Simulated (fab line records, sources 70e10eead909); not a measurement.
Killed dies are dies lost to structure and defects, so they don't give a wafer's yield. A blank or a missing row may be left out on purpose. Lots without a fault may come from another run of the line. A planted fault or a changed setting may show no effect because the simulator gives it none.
A struck lot beside a sound one | flow nand_harc | 18 steps out of a route of 1302
Sound: wafers L207.1, L207.4, L207.5. Struck: wafers L222.4, L222.5, L222.6. The cause comes at the end.
At each step with rows: each side's tool, then ch and its chambers, then its first start. Under that, the readings that differ: sound wafers | struck wafers | difference of the means | sigmas: that difference in standard deviations of wafers without a fault.
alike: readings whose means differ by less than 2 such deviations, and words and numbers that are the same on both sides. not compared: withheld readings, readings that some wafer has no value for, bounds like >300 that may hide the same value, and numbers for which the record gives no deviation and whose values overlap.
The two part at a step that has a row with sigmas, a row that says differs or no value, or rows on one side only. Numbers that don't overlap but have no deviation are shown without sigmas and don't part them. A reading that every wafer of one side lacks parts them only if that side has two wafers or more.

NHARC_P_M0_OVL_MEAS_10: pitch 180 nm.
  sound on overlay-01, day 6 03:34; struck on overlay-02, day 12 04:56
  reading           | sound          | struck      | difference | sigmas
  overlay_y_nm (nm) | -1.1 -0.5 -0.7 | 0.4 1.0 0.9 | +1.5       | +2
  alike: overlay_x_nm
NHARC_P_M0_INSPECT_11:
  sound on defect_inspect-02, day 6 03:35; struck on defect_inspect-01, day 12 04:59
  alike: raw_defect_count
NHARC_P_M0_DESCUM_14: chemistry O2, time 3 s.
  sound on rie_diel-04 ch 1,3, day 6 03:40; struck on rie_diel-01 ch 1,2, day 12 05:02
  alike: drypump_motor_current_A, oes_product_au, rf_vpp_V, showerhead_plenum_p_Torr, throttle_valve_pct
  not compared: rf_hours_counter_h
then, 1 step without rows for these wafers: NHARC_P_M0_ETCH_34 (etches the open film in N2/H2, target depth 40 nm, overetch 12 nm, time 43.94 s).
NHARC_P_M0_ETCH_15: etches the open film in C4F8/Ar, target depth 150 nm, overetch 15 nm, time 82.5 s.
  sound on rie_diel-04 ch 0,3; struck on rie_diel-01 ch 0,1,3
  alike: oes_product_au, rf_vpp_V
  not compared: rf_hours_counter_h
NHARC_P_M0_CD_MEAS_16:
  sound on cd_sem-01, day 6 04:00; struck on cd_sem-02, day 12 05:20
  alike: cd_nm
then, 3 steps without rows for these wafers: NHARC_P_M0_STRIP_18 (strips in N2/H2); NHARC_P_M0_STRIP_19 (strips in post etch residue remover, time 600 s); NHARC_P_M0_DEGAS_28 (time 60 s).
NHARC_P_M0_PRE_CLEAN_29: time 30 s.
  sound on pvd_sputter-01; struck on pvd_sputter-03
  alike: heater_power_w
NHARC_P_M0_PVD_20: deposits TaN, target thk 5 nm, time 8.06 s.
  sound on pvd_sputter-01; struck on pvd_sputter-03
  alike: throttle_valve_pct
then, 1 step without rows for these wafers: NHARC_P_M0_PVD_21 (deposits Cu, target thk 30 nm, time 20.49 s).
NHARC_P_M0_ECD_22: material Cu, target thk 400 nm.
  sound on ecd_cu-02 ch 0,1, day 6 05:02; struck on ecd_cu-02 ch 0,1, day 12 06:28
  no value came back on the struck wafers for bath_heat_duty_pct (%), bath_temp_c (C); on the sound wafers bath_heat_duty_pct (%) reads 6.4 6.3 5.9
NHARC_P_M0_ANNEAL_30: time 90 s.
  sound on rtp_anneal-02 ch 0, day 6 05:25; struck on rtp_anneal-01 ch 0, day 12 06:52
  alike: wafer_temp_C_max
NHARC_P_M0_CMP_23: polishes, t overpolish 20 s, target thk 117.54 nm.
  sound on cmp-04 ch 1,2,3, day 6 05:46; struck on cmp-04 ch 0,1,2, day 12 07:08
  reading                | sound          | struck      | difference | sigmas
  time_to_endpoint_s (s) | 28.4 29.0 29.6 | 1.8 4.3 1.5 | -26.5      | -13
  alike: motor_current_A, retaining_ring_pressure_frac
NHARC_P_M0_THK_MEAS_24: measures by xrf.
  sound on film_metro-01, day 6 06:04; struck on film_metro-01, day 12 07:22
  reading     | sound             | struck         | difference | sigmas
  thk_nm (nm) | 118.8 115.7 116.1 | 29.3 30.4 31.2 | -86.6      | -62
then, 1 step without rows for these wafers: NHARC_P_M0_SRD_25.
-- the record jumps here: 18 days lie between the struck wafers' starts before and after (it left off in module P_M0 and takes up again in module END, whose first step shown is number 1302 of the route) --
NHARC_END_SORT_01:
  sound on prober-02 ch 0, day 24 13:53; struck on prober-01 ch 0, day 30 10:31
  reading                  | sound          | struck         | difference | sigmas
  defect_limited_yield (%) | 94.5 93.5 94.5 | 0 0 0          | -94        | -39
  killed_at_periphery      | 2 3 2          | 638 650 645    | +642       | +99 or more
  killed_dies              | 37 44 37       | 677 677 677    | +638       | +40
  sort_bin_2_pct (%)       | 2.8 1.9 1.5    | 96.3 97.3 96.5 | +94.6      | +95
  sort_n_pass              | 640 633 640    | 0 0 0          | -638       | -40
  sort_rim_yield_pct (%)   | 86 89 90       | 0 0 0          | -88        | -21
  sort_yield_pct (%)       | 94.5 93.5 94.5 | 0 0 0          | -94        | -39
  alike: killed_at_array, killed_at_other, killed_open, killed_short, sort_bin_3_pct, sort_bin_4_pct

WHERE THEY PART
First at NHARC_P_M0_OVL_MEAS_10; last, within this record, at NHARC_END_SORT_01.

WHY: what the simulator had put in
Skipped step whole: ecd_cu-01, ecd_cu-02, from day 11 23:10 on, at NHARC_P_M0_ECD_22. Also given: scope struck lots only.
